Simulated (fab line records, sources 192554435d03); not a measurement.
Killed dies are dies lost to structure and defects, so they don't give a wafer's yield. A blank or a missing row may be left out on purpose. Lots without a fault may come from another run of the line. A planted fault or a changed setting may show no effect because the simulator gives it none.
Split-lot experiment | flow n5_finfet | 7 lots, 21 wafers read, on a route of 1938 steps

THE SPLIT
At N5_BEOL_M5_COAT_66 (time 60 s, resist thk 12 nm), the setting spin_rpm was moved away from the recipe's 1500 rpm on 8 of the 21 wafers read, by -6.3% to +10.1%. The other wafers ran this setting at the recipe's value.

FROM THE SPLIT TO THE READING: what the file shows between them, 5 steps
- N5_BEOL_M5_COAT_74: time 60 s, resist thk 5 nm (also split here: temp_c)
- N5_BEOL_M5_COAT_22: resist thk 30 nm
- N5_BEOL_M5_EBR_24
- N5_BEOL_M5_DESCUM_33: chemistry O2, time 7 s
- N5_BEOL_M5_ETCH_75: etches underlayer in N2/H2, target depth 6.5 nm, time 5.2 s

THE READING
etch.depth_nm (the simulator's own value, which no gauge read), in nm, at N5_BEOL_M5_ETCH_67 (etches SiARC in CF4, target depth 15.6 nm, time 26 s). The file gives no usual value for it. The 13 wafers here that ran the recipe average 12.01 nm, standard deviation 0.033 nm.

wafer  | tool, chamber at the split | spin_rpm as run, rpm | against the recipe | etch.depth_nm, nm | against lot-mates on the recipe
L075.1 | litho_track-02, 0          | 1500                 | recipe             | 11.98             | -
L075.5 | litho_track-02, 0          | 1500                 | recipe             | 11.94             | -
L075.6 | litho_track-02, 0          | 1585                 | +5.7%              | 11.65             | -0.31
L080.1 | litho_track-05, 0          | 1405                 | -6.3%              | 12.34             | +0.38
L080.3 | litho_track-05, 0          | 1405                 | -6.3%              | 12.35             | +0.39
L080.4 | litho_track-05, 0          | 1500                 | recipe             | 11.96             | -
L081.1 | litho_track-05, 0          | 1605                 | +7.0%              | 11.6              | -0.42
L081.5 | litho_track-05, 0          | 1500                 | recipe             | 12.02             | -
L081.6 | litho_track-05, 0          | 1605                 | +7.0%              | 11.61             | -0.41
L083.2 | litho_track-02, 0          | 1652                 | +10.1%             | 11.45             | -0.55
L083.3 | litho_track-02, 0          | 1652                 | +10.1%             | 11.46             | -0.54
L083.5 | litho_track-02, 0          | 1500                 | recipe             | 12                | -
L085.1 | litho_track-01, 0          | 1561                 | +4.1%              | 11.84             | -0.21
L085.3 | litho_track-01, 0          | 1500                 | recipe             | 12.05             | -
L085.6 | litho_track-01, 0          | 1500                 | recipe             | 12.05             | -
L088.1 | litho_track-01, 0          | 1500                 | recipe             | 12.04             | -
L088.2 | litho_track-01, 0          | 1500                 | recipe             | 12.01             | -
L088.3 | litho_track-01, 0          | 1500                 | recipe             | 12.02             | -
L097.1 | litho_track-02, 0          | 1500                 | recipe             | 12.04             | -
L097.5 | litho_track-02, 0          | 1500                 | recipe             | 12.03             | -
L097.6 | litho_track-02, 0          | 1500                 | recipe             | 12                | -

THE FIT
A straight line over all 21 wafers: etch.depth_nm changes by -0.0551 nm for each +1% of spin_rpm; r = -0.99; the points scatter about the line by 0.033 nm.
The same after taking each lot's own level away (the mean of its wafers on the recipe; 21 wafers): -0.0567 nm for each +1%; r = -1.00; scatter 0.018 nm.
On that fit, the largest move of spin_rpm shifts the reading by 0.57 nm.
The lots' own levels span 11.960 to 12.050 nm, that is 2.7 times the standard deviation above.
So the lot-to-lot level changes the slope little: the two slopes agree.
Check: with one of the wafers moved furthest among these (+10.1%) left out of the fit, the line predicts -0.575 nm for it against its lot-mates. It came out at -0.55 nm against them.

OTHER SPLITS ON THESE WAFERS
These wafers also went through other splits before the reading. Each is held against what the fit with the lots' levels taken away leaves over:
other split on the same wafers | wafers away from the commonest value | r with etch.depth_nm (lot level and that fit taken away)
N5_BEOL_M1_COAT_76 time_s      | 4                                    | -0.45
N5_BEOL_M2_PECVD_72 time_s     | 4                                    | -0.28
N5_BEOL_M5_COAT_74 temp_c      | 6                                    | +0.29

THE WHOLE CHAIN: every reading that the file lists as answering this split, in the file's order
step               | what it does                                         | reading                                                                          | change (the file's fit)                | r (the file's)
N5_BEOL_M5_COAT_66 | time 60 s, resist thk 12 nm                          | SiARC_of_BEOL_M5_COAT_66.thk_nm (the simulator's own value, which no gauge read) | -0.0603 nm for each +1% of the setting | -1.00
N5_BEOL_M5_ETCH_67 | etches SiARC in CF4, target depth 15.6 nm, time 26 s | etch.depth_nm (the simulator's own value, which no gauge read)                   | -0.0558 nm for each +1% of the setting | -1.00

THE FILE'S OWN FIT
etch.depth_nm changes by -0.0558 nm for each +1% of spin_rpm, r = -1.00.
